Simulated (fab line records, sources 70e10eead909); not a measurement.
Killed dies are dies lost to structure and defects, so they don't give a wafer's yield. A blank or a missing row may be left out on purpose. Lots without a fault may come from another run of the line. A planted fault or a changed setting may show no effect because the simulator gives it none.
Problem report in the 8D (eight disciplines) form, filled by code | flow nand_harc | the parts of the form that need people (team, actions taken, sign-off) are left out

1. THE PROBLEM
killed_at_array at NHARC_END_SORT_01 reads a mean of 659 on 6 wafers of 2 lots; wafers without a fault read 29 with a standard deviation of 8.4. That is +75 standard deviations from the usual mean.
First seen on wafer L121.1, day 23 14:29, on prober-01. The record holds 7 wafers of 3 lots with a number at this step. Rule for "out", or "out of limits": more than 4 standard deviations from the usual mean. The other wafers with a number count as sound.

2. WHAT IT IS AND WHAT IT IS NOT
question                    | is                           | is not
which readings at this step | killed_at_array, killed_dies | killed_at_periphery, killed_open, killed_short
which lots                  | L121, L122                   | L112
which wafers of those lots  | all that have a number       | -
read on which gauges        | prober-01                    | -
when                        | from day 23 14:29            | up to then (1 sound wafer)

3. SUSPECTS, AND WHAT RULES EACH OUT
Counting: a tool at a process step up to the reading stays a suspect if it ran every lot that is out and no sound lot after the first of them.
- the gauge at NHARC_END_SORT_01: kept. All the wafers that are out were read on prober-01, and no step on other tools shows them out.
- acl_dep-01 at NHARC_A_SLIT_DEP_00 (deposits aC, target thk 3200 nm): kept. It ran every lot that is out, first L121 (day 18 08:20), and no sound lot after that; its last sound lot up to then is L112 (day 15 17:30).
Left after counting: acl_dep-01 at NHARC_A_SLIT_DEP_00, prober-01 at NHARC_END_SORT_01.

4. THE CAUSE (what the simulator had put in)
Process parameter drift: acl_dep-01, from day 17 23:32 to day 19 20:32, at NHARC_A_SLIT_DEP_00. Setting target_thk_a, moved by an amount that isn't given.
Counting left 2 suspects, and this tool is among them.

5. THE CHAIN OF EFFECTS, in route order
Each row: a reading whose mean over the struck wafers that have a number lies more than 3 standard deviations from the usual. Only readings for which the record gives a usual standard deviation are gone through. hours: the time from each lot's start at the first step in this table that gives one to its start at this step, as a median over the lots. sigmas: the change in usual standard deviations.
hours | step              | reading         | usual | on struck wafers | change | sigmas
0     | NHARC_END_SORT_01 | killed_at_array | 29    | 659              | +630   | +75
0     | NHARC_END_SORT_01 | killed_dies     | 33    | 664              | +630   | +70

6. WHAT WOULD HAVE CAUGHT IT SOONER
In this record the first reading out of limits at a measuring or inspecting step was taken at day 23 14:29, 135 hours after the fault began at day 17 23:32.
Of the tool readings at NHARC_A_SLIT_DEP_00 for which the record gives a usual standard deviation, none was out on any struck wafer, so an alarm limit of 4 standard deviations on them would not have fired.
All the lots that are out (2) had begun NHARC_A_SLIT_DEP_00 on acl_dep-01 by day 23 14:29. A hold on the tool at that time would have spared none of them.
